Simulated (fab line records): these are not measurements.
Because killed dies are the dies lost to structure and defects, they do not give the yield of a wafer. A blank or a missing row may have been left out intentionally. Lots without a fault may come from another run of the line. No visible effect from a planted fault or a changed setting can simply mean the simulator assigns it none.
fab line records	flow n5_finfet
record: lots: 11	wafers: 33	last_day: 17
route steps=1938 shown BEOL_M5@1176 BEOL_M6@1196 PASSIVATION@1936
lots that met no fault: taken from a fault-free run of the same line
start_h: hours from the record's first day to the start of the lot's first wafer shown	wait_h: time in hours since the lot's previous step	" repeats the value in the row above	L1.1+2: a single row standing in for several wafers	- no value present, or no start provided	* or withheld: withheld	< > ~ a bound
route shown NAME@n: a module of which the file shows steps, and the number in the route of the first	usual: mean/standard deviation of fault-free wafers	same: alike in all rows	chamber/n: place in a boat	sites: readings site by site	_std_site: standard deviation of those values	_edge_site: outer sites' mean less inner sites'	radius_mm: for every site, how far away it sits from the centre of the wafer	mask NAME#n: copy n	behind: the last tool/chamber to shape the wafer	hold: reason for holding the lot/hours on hold/outcome of the hold	device: transistor that didn't switch, given as n, p or np	end of line: tests of these same wafers at the route's end	a step with no rows: only its recipe	killed: count of dies lost to structure and defects at first sort (not the wafer's yield)	map: a wafer's dies, x killed, . not, _ none there
set.NAME: setting as actually run; set.NAME@STEP: the setting as run at that earlier step	model.NAME: the simulator's own value behind a step, which no gauge read
the route's steps for a sample of lots (tables are steps, rows are wafers)
services: when a tool's chamber went out of use (start_h, in hours from the record's first day, below 0 if earlier), for how many hours, and the reason
== steps ==
step: N5_BEOL_M5_ANNEAL_49
recipe: temp_c: 400	time_s: 1800	ambient: vacuum
usual: heater_power_w: 802/94
lot.wafer	tool	chamber	start_h	wait_h	heater_power_w
L927.1	pvd_sputter-02	-	184.66	0.0	671
L927.2	"	-	"	"	920
L927.5	"	-	"	"	666
L926.2	pvd_sputter-03	-	192.85	0.0	692
L926.3	"	-	"	"	940
L926.4	"	-	"	"	860
L928.1	pvd_sputter-01	-	197.35	0.0	839
L928.2	"	-	"	"	781
L928.3	"	-	"	"	823
L929.2	pvd_sputter-03	-	201.31	0.0	670
L929.3	"	-	"	"	703
L929.6	"	-	"	"	988
L931.2	pvd_sputter-03	-	214.47	0.0	861
L931.3	"	-	"	"	672
L931.6	"	-	"	"	698
L933.2	pvd_sputter-01	-	236.94	0.0	784
L933.3	"	-	"	"	786
L933.5	"	-	"	"	809
L937.3	pvd_sputter-01	-	259.22	0.0	859
L937.5	"	-	"	"	786
L937.6	"	-	"	"	808
L942.2	pvd_sputter-02	-	266.28	0.0	700
L942.3	"	-	"	"	861
L942.6	"	-	"	"	888
L940.1	pvd_sputter-02	-	272.91	0.0	884
L940.2	"	-	"	"	709
L940.6	"	-	"	"	960
L945.1	pvd_sputter-03	-	297.35	0.0	660
L945.2	"	-	"	"	679
L945.4	"	-	"	"	853
L947.2	pvd_sputter-01	-	317.41	0.0	811
L947.5	"	-	"	"	789
L947.6	"	-	"	"	787
step: N5_BEOL_M5_PRE_CLEAN_77
recipe: gas: NH3/H2	time_s: 15	temp_c: *	rf_power_w: 300
usual: heater_power_w: 81/11
lot.wafer	tool	chamber	start_h	wait_h	heater_power_w
L927.1	cvd_co-02	2	190.24	0.3	95
L927.2	"	1	"	"	85
L927.5	"	0	"	"	68
L926.2	cvd_co-02	1	198.51	0.3	84
L926.3	"	2	"	"	98
L926.4	"	1	"	"	81
L928.1	cvd_co-02	1	202.47	0.0	83
L928.2	"	0	"	"	68
L928.3	"	2	"	"	98
L929.2	cvd_co-02	2	206.43	0.0	97
L929.3	"	1	"	"	86
L929.6	"	0	"	"	70
L931.2	cvd_co-01	0	219.70	0.0	84
L931.3	"	0	"	"	85
L931.6	"	0	"	"	85
L933.2	cvd_co-01	0	242.06	0.0	86
L933.3	"	2	"	"	84
L933.5	"	0	"	"	83
L937.3	cvd_co-02	0	268.05	0.0	69
L937.5	"	0	"	"	70
L937.6	"	2	"	"	94
L942.2	cvd_co-02	0	271.42	0.0	69
L942.3	"	1	"	"	84
L942.6	"	2	"	"	98
L940.1	cvd_co-01	2	278.01	0.0	84
L940.2	"	0	"	"	85
L940.6	"	2	"	"	82
L945.1	cvd_co-02	2	302.45	0.0	98
L945.2	"	0	"	"	69
L945.4	"	0	"	"	72
L947.2	cvd_co-02	1	322.73	0.0	84
L947.5	"	0	"	"	69
L947.6	"	1	"	"	84
step: N5_BEOL_M5_RS_MEAS_57
recipe: thk_meas_gauge: four-point-probe	reads: Co_of_BEOL_M5_CO_CAP_78+Cu_of_BEOL_M5_ECD_50+Co_of_BEOL_M5_CVD_47+TaN_of_BEOL_M5_ALD_86
usual: M5_RS: 0.386/0.013
lot.wafer	tool	chamber	start_h	wait_h	M5_RS[ohm/sq]
L927.1	film_metro-01	-	190.46	0.0	0.395
L927.2	"	-	"	"	0.382
L927.5	"	-	"	"	0.390
L926.2	film_metro-01	-	198.74	0.1	0.392
L926.3	"	-	"	"	0.383
L926.4	"	-	"	"	0.395
L928.1	film_metro-02	-	202.69	0.1	0.376
L928.2	"	-	"	"	0.384
L928.3	"	-	"	"	0.370
L929.2	film_metro-02	-	206.70	0.1	0.389
L929.3	"	-	"	"	0.385
L929.6	"	-	"	"	0.399
L931.2	film_metro-02	-	219.98	0.1	0.370
L931.3	"	-	"	"	0.372
L931.6	"	-	"	"	0.383
L933.2	film_metro-01	-	242.28	0.1	0.383
L933.3	"	-	"	"	0.369
L933.5	"	-	"	"	0.378
L937.3	film_metro-01	-	268.27	0.1	0.408
L937.5	"	-	"	"	0.394
L937.6	"	-	"	"	0.386
L942.2	film_metro-01	-	271.64	0.1	0.404
L942.3	"	-	"	"	0.396
L942.6	"	-	"	"	0.404
L940.1	film_metro-02	-	278.23	0.0	0.367
L940.2	"	-	"	"	0.376
L940.6	"	-	"	"	0.379
L945.1	film_metro-01	-	302.67	0.0	0.375
L945.2	"	-	"	"	0.375
L945.4	"	-	"	"	0.367
L947.2	film_metro-01	-	322.96	0.1	0.407
L947.5	"	-	"	"	0.393
L947.6	"	-	"	"	0.392
step: N5_BEOL_M5_INSPECT_58
recipe: inspect_instrument: darkfield	mode: post_dep
usual: raw_defect_count: 67/19
lot.wafer	tool	chamber	start_h	wait_h	raw_defect_count
L927.1	defect_inspect-02	-	190.49	0.0	53
L927.2	"	-	"	"	45
L927.5	"	-	"	"	54
L926.2	defect_inspect-02	-	198.76	0.0	104
L926.3	"	-	"	"	58
L926.4	"	-	"	"	105
L928.1	defect_inspect-02	-	202.72	0.0	61
L928.2	"	-	"	"	79
L928.3	"	-	"	"	45
L929.2	defect_inspect-02	-	206.72	0.0	73
L929.3	"	-	"	"	74
L929.6	"	-	"	"	62
L931.2	defect_inspect-02	-	220.25	0.3	68
L931.3	"	-	"	"	65
L931.6	"	-	"	"	64
L933.2	defect_inspect-02	-	242.31	0.0	101
L933.3	"	-	"	"	27
L933.5	"	-	"	"	66
L937.3	defect_inspect-01	-	268.30	0.0	89
L937.5	"	-	"	"	62
L937.6	"	-	"	"	83
L942.2	defect_inspect-01	-	271.66	0.0	55
L942.3	"	-	"	"	100
L942.6	"	-	"	"	83
L940.1	defect_inspect-01	-	278.26	0.0	325
L940.2	"	-	"	"	77
L940.6	"	-	"	"	320
L945.1	defect_inspect-01	-	302.70	0.0	68
L945.2	"	-	"	"	62
L945.4	"	-	"	"	32
L947.2	defect_inspect-02	-	322.98	0.0	70
L947.5	"	-	"	"	59
L947.6	"	-	"	"	44
step: N5_BEOL_M6_THK_MEAS_01
recipe: reads: SiCOH_lowk_of_BEOL_M6_ILD_DEP_00
usual: M6_ILD_THK: 154.4/2.1
lot.wafer	tool	chamber	start_h	wait_h	M6_ILD_THK[nm]
L927.1	film_metro-02	-	191.10	0.4	154.2
L927.2	"	-	"	"	152.5
L927.5	"	-	"	"	155.1
L926.2	film_metro-01	-	199.38	0.4	149.5
L926.3	"	-	"	"	151.4
L926.4	"	-	"	"	153.8
L928.1	film_metro-01	-	203.33	0.4	152.7
L928.2	"	-	"	"	150.6
L928.3	"	-	"	"	153.8
L929.2	film_metro-01	-	207.84	0.7	152.5
L929.3	"	-	"	"	153.0
L929.6	"	-	"	"	153.9
L931.2	film_metro-02	-	220.88	0.4	150.8
L931.3	"	-	"	"	152.0
L931.6	"	-	"	"	151.9
L933.2	film_metro-02	-	242.92	0.4	153.5
L933.3	"	-	"	"	154.7
L933.5	"	-	"	"	154.6
L937.3	film_metro-02	-	269.31	0.3	154.1
L937.5	"	-	"	"	153.6
L937.6	"	-	"	"	154.4
L942.2	film_metro-02	-	272.28	0.4	154.0
L942.3	"	-	"	"	154.4
L942.6	"	-	"	"	158.0
L940.1	film_metro-01	-	278.94	0.4	152.2
L940.2	"	-	"	"	151.4
L940.6	"	-	"	"	154.7
L945.1	film_metro-02	-	303.33	0.4	154.4
L945.2	"	-	"	"	152.7
L945.4	"	-	"	"	156.8
L947.2	film_metro-02	-	323.60	0.4	153.2
L947.5	"	-	"	"	154.8
L947.6	"	-	"	"	154.2
step: N5_BEOL_M6_INSPECT_13
recipe: mode: adi	inspect_instrument: brightfield
usual: raw_defect_count: 378/82
lot.wafer	tool	chamber	start_h	wait_h	raw_defect_count
L927.1	defect_inspect-02	-	192.73	0.0	449
L927.2	"	-	"	"	194
L927.5	"	-	"	"	310
L926.2	defect_inspect-02	-	202.12	0.0	522
L926.3	"	-	"	"	370
L926.4	"	-	"	"	456
L928.1	defect_inspect-02	-	205.44	0.0	400
L928.2	"	-	"	"	510
L928.3	"	-	"	"	540
L929.2	defect_inspect-02	-	210.09	0.0	469
L929.3	"	-	"	"	349
L929.6	"	-	"	"	540
L931.2	defect_inspect-02	-	221.69	0.0	315
L931.3	"	-	"	"	305
L931.6	"	-	"	"	286
L933.2	defect_inspect-02	-	245.86	0.0	360
L933.3	"	-	"	"	248
L933.5	"	-	"	"	422
L937.3	defect_inspect-02	-	271.44	0.0	463
L937.5	"	-	"	"	274
L937.6	"	-	"	"	322
L942.2	defect_inspect-02	-	275.07	0.0	356
L942.3	"	-	"	"	342
L942.6	"	-	"	"	400
L940.1	defect_inspect-01	-	279.48	0.0	635
L940.2	"	-	"	"	427
L940.6	"	-	"	"	693
L945.1	defect_inspect-02	-	304.53	0.0	368
L945.2	"	-	"	"	470
L945.4	"	-	"	"	308
L947.2	defect_inspect-02	-	324.94	0.0	394
L947.5	"	-	"	"	336
L947.6	"	-	"	"	334
step: N5_BEOL_M6_INSPECT_30
recipe: mode: adi	inspect_instrument: brightfield
usual: raw_defect_count: 379/82
lot.wafer	tool	chamber	start_h	wait_h	raw_defect_count
L927.1	defect_inspect-02	-	195.32	0.1	442
L927.2	"	-	"	"	223
L927.5	"	-	"	"	297
L926.2	defect_inspect-02	-	204.81	0.1	509
L926.3	"	-	"	"	374
L926.4	"	-	"	"	436
L928.1	defect_inspect-02	-	206.43	0.2	381
L928.2	"	-	"	"	503
L928.3	"	-	"	"	541
L929.2	defect_inspect-02	-	212.20	0.0	448
L929.3	"	-	"	"	349
L929.6	"	-	"	"	527
L931.2	defect_inspect-02	-	223.36	0.0	323
L931.3	"	-	"	"	314
L931.6	"	-	"	"	285
L933.2	defect_inspect-02	-	246.88	0.0	348
L933.3	"	-	"	"	258
L933.5	"	-	"	"	415
L937.3	defect_inspect-01	-	274.40	0.0	480
L937.5	"	-	"	"	277
L937.6	"	-	"	"	350
L942.2	defect_inspect-02	-	277.25	0.0	364
L942.3	"	-	"	"	362
L942.6	"	-	"	"	389
L940.1	defect_inspect-02	-	281.29	0.1	607
L940.2	"	-	"	"	422
L940.6	"	-	"	"	664
L945.1	defect_inspect-01	-	305.59	0.1	381
L945.2	"	-	"	"	417
L945.4	"	-	"	"	300
L947.2	defect_inspect-01	-	328.86	0.0	409
L947.5	"	-	"	"	326
L947.6	"	-	"	"	347
step: N5_PASSIVATION_PROBE_49
usual: defect_limited_yield: 91.4/1.5	killed_at_M0_to_M3: 34/12	killed_at_M4_up: 12/4.9	killed_at_contacts: 13/7.2	killed_at_front_end: 39/12	killed_at_other: 3.7/2.9	killed_dies: 101/18	killed_open: 67/14	killed_short: 33/7.2	sort_bin_5_function: 5.1/0.97	sort_bin_6_memory: 3.2/0.67	sort_n_pass: 1079/17	sort_yield_pct: 91.4/1.5
same: gross_dies: 1180	killed_at_back_side: 0	sort_bin_4_leakage[%]: 0	sort_bin_8_speed[%]: 0
lot.wafer	tool	chamber	start_h	wait_h	defect_limited_yield[%]	killed_at_M0_to_M3	killed_at_M4_up	killed_at_contacts	killed_at_front_end	killed_at_other	killed_dies	killed_open	killed_short	sort_bin_5_function[%]	sort_bin_6_memory[%]	sort_n_pass	sort_yield_pct[%]
L940.1	prober-01	-	373.71	0.0	84.1	28	103	15	40	2	188	67	32	10.9	3.5	992	84.1
L940.2	prober-01	-	373.76	0.1	90.8	38	19	6	39	6	108	60	48	5.3	3.4	1072	90.8
L940.6	prober-01	-	373.96	0.3	85.6	29	84	7	48	2	170	57	34	8.3	4.7	1010	85.6
killed by level:class
L940.1 BEOL_M5:unspecified=89 FIN_SAQP:geometric_particle:open=12 BEOL_M4:geometric_particle:open=11 MOL_CONTACT_COAG:geometric_particle:open=10 BEOL_M2:geometric_particle:open=9 BEOL_M0_SAQP:geometric_particle:short=7 GATE_CUT:geometric_particle:short=6 FIN_SAQP:geometric_particle:short=5
L940.2 FIN_SAQP:geometric_particle:open=10 BEOL_M4:geometric_particle:open=10 BEOL_M0_SAQP:geometric_particle:short=9 BEOL_M2:geometric_particle:open=9 FIN_SAQP:geometric_particle:short=7 STI_FIN_REVEAL:geometric_particle:open=7 GATE_CUT:geometric_particle:short=5 MOL_CONTACT_COAG:geometric_particle:open=5
L940.6 BEOL_M5:unspecified=79 FIN_SAQP:geometric_particle:open=9 STI_FIN_REVEAL:geometric_particle:open=9 FIN_SAQP:geometric_particle:short=8 BEOL_M2:geometric_particle:open=8 GATE_CUT:geometric_particle:short=7 MOL_CONTACT_COAG:geometric_particle:open=7 BEOL_M3:geometric_particle:short=6
== services ==
tool	chamber	start_h	hours	kind
cvd_co-01	1	199.28	-	clean
cvd_co-01	1	199.28	22.0	scheduled_down
cvd_co-01	1	199.28	22.0	vent_cycle
cvd_co-01	-	280.61	0.2	repair
== key ==
first_sign: step: N5_BEOL_M5_INSPECT_58	reading: raw_defect_count	direction: up	sigmas: 14	usual: 67	struck: 322
effect: step: N5_BEOL_M6_INSPECT_13	reading: raw_defect_count	direction: up	sigmas: 3.5	usual: 378	struck: 664
effect: step: N5_BEOL_M6_INSPECT_30	reading: raw_defect_count	direction: up	sigmas: 3.1	usual: 379	struck: 636
effect: step: N5_PASSIVATION_PROBE_49	reading: killed_at_M4_up	direction: up	sigmas: 17	usual: 12	struck: 94
more_kills_born_at: N5_BEOL_M5_PRE_CLEAN_77@cvd_co-01: 168
met_at N5_BEOL_M5_PRE_CLEAN_77
struck_lots L940
struck_wafers L940.1,L940.6
not_acting_at N5_BEOL_M5_ANNEAL_49,N5_BEOL_M5_RS_MEAS_57,N5_BEOL_M6_THK_MEAS_01
onset_between 242.06 278.01
fault: kind: chamber_particle_source	tool: cvd_co-01	chamber: 2	onset_h: 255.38	steps: N5_BEOL_M5_PRE_CLEAN_77	rate_per_visit_cm2: 0.391	end_h: 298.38
